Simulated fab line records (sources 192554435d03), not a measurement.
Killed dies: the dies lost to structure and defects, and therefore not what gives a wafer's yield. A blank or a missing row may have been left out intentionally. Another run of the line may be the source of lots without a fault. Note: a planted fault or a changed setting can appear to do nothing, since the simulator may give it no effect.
Matching of chambers :: flow n5Finfet :: N5_BEOL_M2_ALD_84 on aldMetal-01 has 4 sister chambers
The step deposits TaN, pulse time 2 s, purge time 3 s, co reactant purge time 2 s. 4 wafers are shown with their chamber, then 11 later ones without.

EACH WAFER AND ITS CHAMBER
wafer: L087.5
chamber: 2
heaterPowerW (W): 434

wafer: L088.1
chamber: 0
heaterPowerW (W): 456

wafer: L088.2
chamber: 1
heaterPowerW (W): 436

wafer: L091.1
chamber: 3
heaterPowerW (W): 390

WAFERS MISSING THEIR CHAMBER
wafer: L091.3
heaterPowerW (W): 423

wafer: L091.4
heaterPowerW (W): 453

wafer: L090.2
heaterPowerW (W): 458

wafer: L090.3
heaterPowerW (W): 383

wafer: L090.6
heaterPowerW (W): 401

wafer: L092.1
heaterPowerW (W): 453

wafer: L092.3
heaterPowerW (W): 388

wafer: L092.6
heaterPowerW (W): 453

wafer: L094.2
heaterPowerW (W): 442

wafer: L094.3
heaterPowerW (W): 396

wafer: L094.6
heaterPowerW (W): 440

THE CHAMBER EACH PASSED THROUGH
wafer: L091.3
from the rows above: can't be placed: 2 or 1
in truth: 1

wafer: L091.4
from the rows above: 0
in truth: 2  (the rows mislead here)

wafer: L090.2
from the rows above: 0
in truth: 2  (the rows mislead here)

wafer: L090.3
from the rows above: 3
in truth: 3

wafer: L090.6
from the rows above: 3
in truth: 3

wafer: L092.1
from the rows above: 0
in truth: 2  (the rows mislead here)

wafer: L092.3
from the rows above: 3
in truth: 3

wafer: L092.6
from the rows above: 0
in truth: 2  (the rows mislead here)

wafer: L094.2
from the rows above: can't be placed: 1 or 2 or 0
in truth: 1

wafer: L094.3
from the rows above: 3
in truth: 3

wafer: L094.6
from the rows above: can't be placed: 1 or 2 or 0
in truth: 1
Correctly placed: 4 of 11. These rows do not allow placing 3 (true chamber among the candidates in 3). Wrongly placed: 4.
How it was worked out, from the rows above alone: a wafer's distance from a chamber is the root of the sum, over the readings, of the square of ((its reading less the chamber's mean) divided by the reading's scatter). If the next closest chamber is less than 2 further off than the closest, the wafer can't be placed; otherwise it belongs to the closest. Each chamber's mean is taken over the wafers shown for it. The scatter: root of mean squared gap, hidden wafer to nearest shown wafer, with one shown wafer a chamber.
